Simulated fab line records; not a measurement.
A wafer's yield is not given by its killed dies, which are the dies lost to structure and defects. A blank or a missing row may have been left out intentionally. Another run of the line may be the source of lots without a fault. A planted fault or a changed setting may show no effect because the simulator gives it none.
fab line records	flow n5Finfet	part 1 of 2: steps 1 to 4 of 6
record lots=23	wafers=69	lastDay=18
route steps=1938 shown BEOL_M10@1470
lots that met no fault: taken from a fault-free run of the same line
startH: hours from the record's opening day to when the first of the lot's shown wafers began	waitH: hours elapsed since this lot's preceding step	" unchanged from the row above	L1.1+2: several wafers, shown together as one row	- no value, or no start given	* or withheld: withheld	< > ~ a bound
route shown NAME@n: names a module that has steps shown in the file, with the first one's number in the route	usual: the fault-free wafers' mean and standard deviation	same: alike in all rows	chamber/n: place in a boat	sites: the reading at each site	_std_site: standard deviation of those values	_edge_site: outer sites' mean less inner sites'	radiusMm: how far each site lies from the wafer's centre	mask NAME#n: copy n	behind: the most recent tool/chamber to have shaped the wafer	hold: the reason the lot was held/the length of the hold in hours/how it ended	device: names the non-switching transistor (n, p or np)	end of line: at the end of the route, the tests of the same wafers	a step with no rows: only its recipe	killed: not the wafer's yield, but the dies lost to structure and defects at the first sort	map: per-die view of a wafer (x killed, . not killed, _ where there is no die)
set.NAME: setting as actually run; set.NAME@STEP: the setting as run at that earlier step	model.NAME: the simulator's own value behind a step, which no gauge read
one table for each step of the route and one row for each wafer, over a sample of lots
services: the hour from which a tool's chamber was out of use, counted from the record's first day as startH (under 0 if before that day), plus the number of hours and why
## steps
# step N5_BEOL_M10_ILD_DEP_00
# recipe material=SiCOH_lowk	targetThkA=3085.1	tempC=300	precursor=DEMS/porogen	pressureTorr=5	rfW=500	timeS=58
# usual heaterPowerW=303/51	showerheadPlenumPTorr=5.747/0.018	throttleValvePct=13.7/0.73
lot.wafer	tool	chamber	startH	waitH	heaterPowerW	showerheadPlenumPTorr	throttleValvePct
L077.3	pecvd-02	2	223.94	0.0	390	5.734	13.3
L077.4	"	2	"	"	399	5.722	13.4
L077.6	"	0	"	"	367	5.741	15.1
L076.3	pecvd-04	2	229.75	0.0	210	5.734	12.4
L076.4	"	0	"	"	297	5.729	13.6
L076.6	"	2	"	"	224	5.743	12.4
L075.3	pecvd-02	0	232.21	0.0	370	5.760	14.8
L075.4	"	1	"	"	291	5.769	13.7
L075.6	"	0	"	"	368	5.734	15.1
L078.2	pecvd-04	0	236.28	0.0	321	5.738	13.7
L078.4	"	1	"	"	303	5.752	14.0
L078.5	"	0	"	"	325	5.729	13.6
L079.3	pecvd-02	1	241.62	0.0	242	5.757	13.7
L079.4	"	2	"	"	363	5.760	13.5
L079.6	"	0	"	"	325	5.746	14.8
L080.1	pecvd-02	2	242.09	0.0	396	5.723	13.4
L080.4	"	1	"	"	267	5.757	13.6
L080.6	"	0	"	"	319	5.745	15.0
L081.1	pecvd-04	1	242.87	0.0	243	5.781	14.1
L081.2	"	0	"	"	319	5.739	13.9
L081.5	"	0	"	"	334	5.737	13.6
L082.1	pecvd-04	2	254.27	0.0	258	5.737	12.2
L082.4	"	1	"	"	301	5.765	14.1
L082.5	"	0	"	"	260	5.727	13.9
L083.1	pecvd-02	0	263.93	0.0	329	5.748	14.7
L083.2	"	2	"	"	359	5.735	13.5
L083.5	"	2	"	"	365	5.726	13.6
L085.2	pecvd-04	0	276.28	0.0	321	5.721	14.0
L085.4	"	0	"	"	333	5.737	13.7
L085.6	"	2	"	"	257	5.743	12.4
L088.2	pecvd-04	2	296.33	0.0	257	5.746	12.3
L088.5	"	2	"	"	256	5.742	12.3
L088.6	"	1	"	"	269	5.765	13.8
L086.1	pecvd-04	2	296.58	0.0	243	5.731	12.7
L086.2	"	1	"	"	260	5.761	13.8
L086.4	"	0	"	"	301	5.732	14.0
L084.1	pecvd-02	2	296.61	0.0	410	5.731	13.4
L084.5	"	2	"	"	334	5.730	13.9
L084.6	"	1	"	"	295	5.760	13.6
L090.2	pecvd-01	2	296.85	0.0	372	5.747	13.0
L090.3	"	1	"	"	254	5.768	14.8
L090.4	"	1	"	"	256	5.766	15.0
L087.1	pecvd-02	1	297.35	0.0	302	5.752	13.6
L087.2	"	2	"	"	348	5.729	13.7
L087.6	"	1	"	"	303	5.753	13.6
L089.3	pecvd-02	2	301.46	0.0	376	5.743	13.6
L089.4	"	1	"	"	299	5.770	13.6
L089.5	"	2	"	"	391	5.720	13.4
L091.1	pecvd-04	0	313.89	0.0	314	5.736	13.5
L091.3	"	1	"	"	238	5.790	13.9
L091.4	"	1	"	"	246	5.787	13.9
L092.2	pecvd-04	2	323.86	0.0	235	5.732	12.5
L092.5	"	0	"	"	278	5.731	13.5
L092.6	"	2	"	"	243	5.728	12.4
L093.1	pecvd-04	0	332.50	0.0	338	5.735	13.9
L093.2	"	1	"	"	277	5.769	13.9
L093.3	"	2	"	"	241	5.728	12.7
L094.4	pecvd-01	1	332.89	0.1	282	5.767	15.0
L094.5	"	2	"	"	350	5.750	12.9
L094.6	"	0	"	"	300	5.720	13.9
L096.1	pecvd-02	1	340.03	0.0	299	5.750	14.0
L096.2	"	2	"	"	366	5.752	13.5
L096.4	"	0	"	"	348	5.740	14.9
L095.2	pecvd-04	0	340.32	0.0	326	5.749	14.0
L095.4	"	0	"	"	264	5.725	13.9
L095.5	"	1	"	"	237	5.775	13.8
L097.4	pecvd-02	0	366.37	0.1	353	5.741	14.9
L097.5	"	1	"	"	284	5.759	13.5
L097.6	"	2	"	"	411	5.723	13.9
# step N5_BEOL_M10_CURE_71
# recipe tempC=385	timeS=240	ambient=He/Ar	material=SiCOH_lowk
# usual lampPowerPct=52.31/0.058	wafer_temp_C_max=387.0/0.73
lot.wafer	tool	chamber	startH	waitH	lampPowerPct	wafer_temp_C_max
L077.3	uvCure-01	1	224.58	0.6	52.37	388.5
L077.4	"	1	"	"	52.38	386.6
L077.6	"	1	"	"	52.36	387.4
L076.3	uvCure-03	1	229.99	0.2	52.32	388.5
L076.4	"	1	"	"	52.30	387.6
L076.6	"	1	"	"	52.10	387.8
L075.3	uvCure-02	0	232.44	0.2	52.39	386.9
L075.4	"	0	"	"	52.41	386.9
L075.6	"	0	"	"	52.35	387.1
L078.2	uvCure-02	2	236.44	0.1	52.32	386.6
L078.4	"	2	"	"	52.34	387.0
L078.5	"	2	"	"	52.26	387.0
L079.3	uvCure-01	0	242.02	0.4	52.30	386.1
L079.4	"	0	"	"	52.33	386.1
L079.6	"	0	"	"	52.37	386.1
L080.1	uvCure-03	2	242.17	0.0	52.25	387.3
L080.4	"	2	"	"	52.38	389.1
L080.6	"	2	"	"	52.34	387.4
L081.1	uvCure-02	0	242.94	0.0	52.32	386.8
L081.2	"	0	"	"	52.33	387.6
L081.5	"	0	"	"	52.41	387.7
L082.1	uvCure-01	1	254.35	0.1	52.24	388.2
L082.4	"	1	"	"	52.31	387.0
L082.5	"	1	"	"	52.32	387.6
L083.1	uvCure-02	1	264.00	0.0	52.33	386.9
L083.2	"	1	"	"	52.22	386.2
L083.5	"	1	"	"	52.33	387.2
L085.2	uvCure-02	0	276.44	0.1	52.30	387.6
L085.4	"	0	"	"	52.31	387.1
L085.6	"	0	"	"	52.32	386.8
L088.2	uvCure-01	0	296.48	0.1	52.31	386.2
L088.5	"	0	"	"	52.26	385.9
L088.6	"	0	"	"	52.32	386.7
L086.1	uvCure-03	2	296.66	0.0	52.31	387.7
L086.2	"	2	"	"	52.26	388.1
L086.4	"	2	"	"	52.26	387.6
L084.1	uvCure-02	2	296.72	0.1	52.37	387.3
L084.5	"	2	"	"	52.27	387.4
L084.6	"	2	"	"	52.33	386.5
L090.2	uvCure-01	0	297.01	0.1	52.30	386.1
L090.3	"	0	"	"	52.34	386.4
L090.4	"	0	"	"	52.27	386.8
L087.1	uvCure-02	2	297.43	0.0	52.43	386.5
L087.2	"	2	"	"	52.39	386.6
L087.6	"	2	"	"	52.33	386.9
L089.3	uvCure-03	1	301.70	0.2	52.15	387.2
L089.4	"	1	"	"	52.29	387.0
L089.5	"	1	"	"	52.34	388.4
L091.1	uvCure-01	0	313.97	0.0	52.26	385.8
L091.3	"	0	"	"	52.29	386.0
L091.4	"	0	"	"	52.31	385.7
L092.2	uvCure-02	1	324.02	0.1	52.30	386.5
L092.5	"	1	"	"	52.23	386.1
L092.6	"	1	"	"	52.36	387.1
L093.1	uvCure-02	2	332.74	0.2	52.32	387.1
L093.2	"	2	"	"	52.29	387.0
L093.3	"	2	"	"	52.23	386.7
L094.4	uvCure-01	0	333.74	0.8	52.21	385.8
L094.5	"	0	"	"	52.25	385.9
L094.6	"	0	"	"	52.28	385.8
L096.1	uvCure-03	2	340.11	0.0	52.30	387.5
L096.2	"	2	"	"	52.33	388.3
L096.4	"	2	"	"	52.24	388.2
L095.2	uvCure-02	0	340.48	0.1	52.30	387.1
L095.4	"	0	"	"	52.31	386.9
L095.5	"	0	"	"	52.22	387.1
L097.4	uvCure-02	1	366.66	0.3	52.30	386.4
L097.5	"	1	"	"	52.37	386.7
L097.6	"	1	"	"	52.30	387.1
# step N5_BEOL_M10_DESCUM_16
# recipe chemistry=O2	timeS=7.9	sourcePowerW=50	biasPowerW=20	pressureMtorr=20	rfFrequencyHz=2.712e+07	tempC=40	resist=CAR-ArF	o2FlowSccm=225
# usual drypumpMotorCurrentA=5.4/0.38	o2FlowSccm=224.9/0.61	oesProductAu=0.75/0.076	rfVppV=242.9/1.6	showerheadPlenumPTorr=2.07/0.083	throttleValvePct=20.38/0.13
lot.wafer	tool	chamber	startH	waitH	drypumpMotorCurrentA	o2FlowSccm	oesProductAu	rfHoursCounterH	rfVppV	showerheadPlenumPTorr	throttleValvePct
L077.3	rieDiel-05	2	226.98	0.9	5.9	224.9	0.69	217	244.3	2.17	20.45
L077.4	"	1	"	"	5.5	225.6	0.73	209	240.3	1.96	20.42
L077.6	"	1	"	"	5.6	224.3	0.73	-	241.3	1.96	20.40
L076.3	rieDiel-04	0	232.62	1.1	5.8	225.6	0.69	210	241.7	1.97	20.52
L076.4	"	2	"	"	4.8	224.9	0.86	55	243.5	2.05	20.39
L076.6	"	3	"	"	5.6	224.5	0.69	-	241.4	1.97	20.28
L075.3	rieDiel-04	2	234.78	0.0	4.8	225.1	0.85	56	242.5	2.05	20.37
L075.4	"	1	"	"	5.3	224.9	0.70	230	243.6	2.14	20.56
L075.6	"	2	"	"	4.8	224.4	0.86	-	243.2	2.05	20.40
L078.2	rieDiel-04	1	238.46	1.0	5.3	225.3	0.70	232	242.4	2.14	20.56
L078.4	"	3	"	"	5.6	224.6	0.69	210	241.4	1.97	20.30
L078.5	"	1	"	"	5.3	224.5	0.70	-	242.7	2.14	20.57
L080.1	rieDiel-02	1	245.25	0.1	5.0	225.9	0.84	58	244.1	2.14	20.27
L080.4	"	0	"	"	5.7	224.4	0.69	225	240.2	1.98	20.46
L080.6	"	1	"	"	5.0	223.9	0.84	-	242.4	2.14	20.28
L079.3	rieDiel-04	1	245.27	0.1	5.3	224.0	0.69	235	244.5	2.14	20.57
L079.4	"	3	"	"	5.6	224.7	0.68	214	241.2	1.96	20.31
L079.6	"	3	"	"	5.6	225.0	0.69	-	242.3	1.96	20.32
L081.1	rieDiel-04	2	245.84	0.5	4.8	225.0	0.86	62	243.5	2.05	20.38
L081.2	"	1	"	"	5.3	224.0	0.69	235	246.7	2.14	20.57
L081.5	"	3	"	"	5.6	225.1	0.69	-	241.3	1.96	20.31
L082.1	rieDiel-05	0	256.73	0.0	5.0	225.3	0.78	99	243.9	2.11	20.06
L082.4	"	3	"	"	5.7	224.3	0.86	42	245.0	2.20	20.20
L082.5	"	0	"	"	4.9	225.4	0.77	-	244.1	2.11	20.06
L083.1	rieDiel-05	0	266.72	0.7	5.0	224.8	0.77	102	243.1	2.11	20.05
L083.2	"	2	"	"	5.9	225.7	0.69	227	246.0	2.17	20.46
L083.5	"	3	"	"	5.7	225.7	0.85	-	243.2	2.20	20.22
L085.2	rieDiel-02	2	278.01	0.1	5.9	224.7	0.69	235	244.5	2.14	20.50
L085.4	"	3	"	"	5.4	224.9	0.85	73	244.0	2.11	20.31
L085.6	"	2	"	"	5.9	223.8	0.69	-	244.0	2.14	20.50
L088.2	rieDiel-02	0	299.40	0.1	5.7	224.5	0.69	241	240.3	1.97	20.48
L088.5	"	1	"	"	5.0	226.0	0.82	-	244.6	2.13	20.32
L088.6	"	2	"	"	5.9	224.3	0.69	-	246.4	2.14	20.49
L086.1	rieDiel-02	2	299.65	0.1	5.9	224.5	0.68	242	243.9	2.14	20.53
L086.2	"	0	"	"	5.6	223.5	0.67	241	241.5	1.97	20.47
L086.4	"	3	"	"	5.4	225.3	0.84	79	244.0	2.11	20.33
L084.1	rieDiel-04	2	299.82	0.0	4.8	225.7	0.82	82	243.0	2.04	20.44
L084.5	"	2	"	"	4.8	225.0	0.82	-	240.8	2.04	20.43
L084.6	"	0	"	"	5.9	225.8	0.66	-	240.3	1.96	20.57
L090.2	rieDiel-02	2	299.98	0.0	5.9	225.3	0.69	242	245.7	2.14	20.52
L090.3	"	3	"	"	5.4	224.0	0.84	79	244.1	2.11	20.33
L090.4	"	0	"	"	5.7	223.2	0.68	242	241.3	1.97	20.47
L087.1	rieDiel-05	1	300.18	0.1	5.5	225.1	0.71	230	240.2	1.96	20.43
L087.2	"	0	"	"	5.0	224.8	0.76	116	243.4	2.10	20.06
L087.6	"	0	"	"	5.0	225.1	0.75	-	242.3	2.10	20.08
L089.3	rieDiel-02	3	304.11	0.7	5.4	225.4	0.84	81	244.8	2.11	20.32
L089.4	"	0	"	"	5.7	225.6	0.68	243	241.0	1.97	20.48
L089.5	"	2	"	"	5.9	224.6	0.69	-	243.3	2.13	20.54
L091.1	rieDiel-02	1	316.89	0.0	5.0	222.8	0.81	82	244.5	2.13	20.31
L091.3	"	2	"	"	5.9	224.6	0.68	248	243.4	2.13	20.53
L091.4	"	1	"	"	5.0	224.4	0.80	-	243.1	2.13	20.31
L092.2	rieDiel-05	0	326.67	0.0	4.9	224.9	0.74	126	241.8	2.10	20.10
L092.5	"	0	"	"	5.0	224.2	0.75	-	243.6	2.10	20.09
L092.6	"	1	"	"	5.5	224.6	0.70	-	241.0	1.95	20.44
L093.1	rieDiel-02	0	335.09	0.0	5.7	226.0	0.67	258	241.0	1.97	20.51
L093.2	"	3	"	"	5.4	224.6	0.83	87	242.1	2.11	20.34
L093.3	"	1	"	"	5.0	224.6	0.79	92	244.9	2.13	20.35
L094.4	rieDiel-04	2	336.03	0.0	4.8	225.5	0.81	97	241.9	2.03	20.45
L094.5	"	0	"	"	5.9	225.5	0.66	-	240.9	1.95	20.57
L094.6	"	1	"	"	5.3	226.0	0.95	-	243.8	2.13	20.30
L096.1	rieDiel-04	1	343.43	0.1	5.3	225.1	0.93	14	244.5	2.13	20.32
L096.2	"	2	"	"	4.8	223.6	0.81	99	242.6	2.03	20.46
L096.4	"	1	"	"	5.3	225.8	0.92	-	243.1	2.13	20.32
L095.2	rieDiel-02	1	343.71	0.0	5.0	224.4	0.79	96	242.1	2.13	20.35
L095.4	"	0	"	"	5.7	225.0	0.67	-	240.3	1.96	20.53
L095.5	"	1	"	"	5.0	224.1	0.79	-	243.7	2.13	20.33
L097.4	rieDiel-05	1	368.89	0.3	5.5	226.5	0.69	-	240.2	1.95	20.47
L097.5	"	0	"	"	4.9	225.4	0.74	-	245.4	2.09	20.11
L097.6	"	3	"	"	5.7	225.0	0.79	-	244.6	2.18	20.27
# step N5_BEOL_M10_ETCH_62
# recipe chemistry=N2/H2	target=SOC	targetDepthA=1100	overetchA=220	maskMaterial=SiARC	tempC=40	timeS=165	ionEnergyEv=200	pressureMtorr=30	sourceW=840	biasW=150	n2FlowSccm=200	h2FlowSccm=200
# usual drypumpMotorCurrentA=5.4/0.38	oesProductAu=0.64/0.06	rfVppV=523.2/2.8	showerheadPlenumPTorr=2.52/0.095	throttleValvePct=17.83/0.24
lot.wafer	tool	chamber	startH	waitH	drypumpMotorCurrentA	oesProductAu	rfHoursCounterH	rfVppV	showerheadPlenumPTorr	throttleValvePct
L077.3	rieDiel-05	2	227.06	0.0	5.9	0.59	217	525.2	2.63	17.88
L077.4	"	1	"	"	5.5	0.62	210	520.0	2.42	18.02
L077.6	"	1	"	"	5.4	0.62	-	520.8	2.42	18.04
L076.3	rieDiel-04	0	232.70	0.0	5.9	0.59	210	518.8	2.42	18.01
L076.4	"	2	"	"	4.8	0.72	55	521.1	2.47	17.60
L076.6	"	3	"	"	5.6	0.59	-	520.8	2.41	17.86
L075.3	rieDiel-04	2	234.86	0.0	4.8	0.72	56	521.3	2.47	17.59
L075.4	"	1	"	"	5.3	0.59	230	524.1	2.60	17.99
L075.6	"	2	"	"	4.8	0.73	-	523.8	2.47	17.60
L078.2	rieDiel-04	1	238.54	0.0	5.3	0.59	232	526.0	2.60	18.00
L078.4	"	3	"	"	5.6	0.58	211	518.8	2.41	17.87
L078.5	"	1	"	"	5.3	0.59	-	525.4	2.60	17.97
L080.1	rieDiel-02	1	245.34	0.0	4.9	0.70	58	524.3	2.58	17.51
L080.4	"	0	"	"	5.7	0.59	225	520.0	2.43	18.16
L080.6	"	1	"	"	5.0	0.70	-	525.4	2.58	17.50
L079.3	rieDiel-04	1	245.35	0.0	5.3	0.59	235	524.1	2.60	17.97
L079.4	"	3	"	"	5.6	0.58	214	519.4	2.41	17.87
L079.6	"	3	"	"	5.6	0.59	-	520.8	2.41	17.87
L081.1	rieDiel-04	2	245.93	0.0	4.8	0.72	62	521.2	2.46	17.59
L081.2	"	1	"	"	5.3	0.59	235	525.5	2.60	17.98
L081.5	"	3	"	"	5.6	0.59	-	519.2	2.41	17.87
L082.1	rieDiel-05	0	256.82	0.0	5.0	0.66	99	523.8	2.57	17.45
L082.4	"	3	"	"	5.7	0.73	43	527.2	2.70	17.70
L082.5	"	0	"	"	4.9	0.66	-	526.0	2.57	17.46
L083.1	rieDiel-05	0	266.80	0.0	5.0	0.66	102	523.0	2.57	17.48
L083.2	"	2	"	"	5.9	0.59	227	526.0	2.62	17.91
L083.5	"	3	"	"	5.7	0.72	-	528.2	2.70	17.76
L085.2	rieDiel-02	2	278.10	0.0	5.9	0.59	235	525.9	2.63	18.08
L085.4	"	3	"	"	5.4	0.71	73	524.2	2.56	17.62
L085.6	"	2	"	"	5.9	0.58	-	528.0	2.63	18.09
L088.2	rieDiel-02	0	299.48	0.0	5.7	0.58	241	518.9	2.42	18.18
L088.5	"	1	"	"	5.0	0.69	-	523.0	2.57	17.53
L088.6	"	2	"	"	5.9	0.58	-	523.4	2.62	18.07
L086.1	rieDiel-02	2	299.73	0.0	6.0	0.58	242	525.0	2.62	18.08
L086.2	"	0	"	"	5.7	0.58	242	520.8	2.42	18.17
L086.4	"	3	"	"	5.4	0.71	79	523.2	2.55	17.64
L084.1	rieDiel-04	2	299.91	0.0	4.8	0.70	82	521.6	2.45	17.65
L084.5	"	2	"	"	4.8	0.69	-	520.8	2.45	17.65
L084.6	"	0	"	"	5.9	0.58	-	519.2	2.41	18.08
L090.2	rieDiel-02	2	300.07	0.0	5.9	0.59	242	525.3	2.62	18.09
L090.3	"	3	"	"	5.4	0.71	79	525.6	2.55	17.67
L090.4	"	0	"	"	5.7	0.58	242	519.5	2.42	18.17
L087.1	rieDiel-05	1	300.26	0.0	5.6	0.60	231	521.7	2.41	18.06
L087.2	"	0	"	"	4.9	0.65	116	525.1	2.56	17.49
L087.6	"	0	"	"	5.0	0.64	-	523.5	2.56	17.51
L089.3	rieDiel-02	3	304.20	0.0	5.4	0.70	81	525.1	2.55	17.64
L089.4	"	0	"	"	5.6	0.58	243	521.6	2.42	18.18
L089.5	"	2	"	"	5.9	0.58	-	524.8	2.62	18.10
L091.1	rieDiel-02	1	316.98	0.0	5.0	0.68	82	524.6	2.57	17.55
L091.3	"	2	"	"	5.9	0.59	248	525.3	2.62	18.10
L091.4	"	1	"	"	5.0	0.68	-	524.9	2.57	17.53
L092.2	rieDiel-05	0	326.76	0.0	5.0	0.64	126	524.7	2.56	17.52
L092.5	"	0	"	"	4.9	0.65	-	525.7	2.55	17.52
L092.6	"	1	"	"	5.5	0.60	-	519.5	2.41	18.09
L093.1	rieDiel-02	0	335.18	0.0	5.7	0.57	258	519.6	2.41	18.21
L093.2	"	3	"	"	5.4	0.70	87	524.2	2.55	17.65
L093.3	"	1	"	"	5.0	0.67	92	524.2	2.56	17.56
L094.4	rieDiel-04	2	336.12	0.0	4.8	0.68	97	521.4	2.45	17.67
L094.5	"	0	"	"	5.8	0.57	-	520.0	2.40	18.09
L094.6	"	1	"	"	5.3	0.78	-	526.8	2.59	17.67
L096.1	rieDiel-04	1	343.52	0.0	5.3	0.78	14	525.5	2.58	17.65
L096.2	"	2	"	"	4.8	0.68	99	521.8	2.45	17.65
L096.4	"	1	"	"	5.3	0.77	-	525.8	2.59	17.66
L095.2	rieDiel-02	1	343.79	0.0	5.0	0.67	96	524.0	2.56	17.56
L095.4	"	0	"	"	5.7	0.57	-	519.3	2.41	18.20
L095.5	"	1	"	"	5.0	0.67	-	525.5	2.56	17.56
L097.4	rieDiel-05	1	369.03	0.1	5.5	0.58	-	520.5	2.40	18.13
L097.5	"	0	"	"	5.0	0.62	-	523.5	2.55	17.55
L097.6	"	3	"	"	5.8	0.68	-	527.3	2.68	17.80
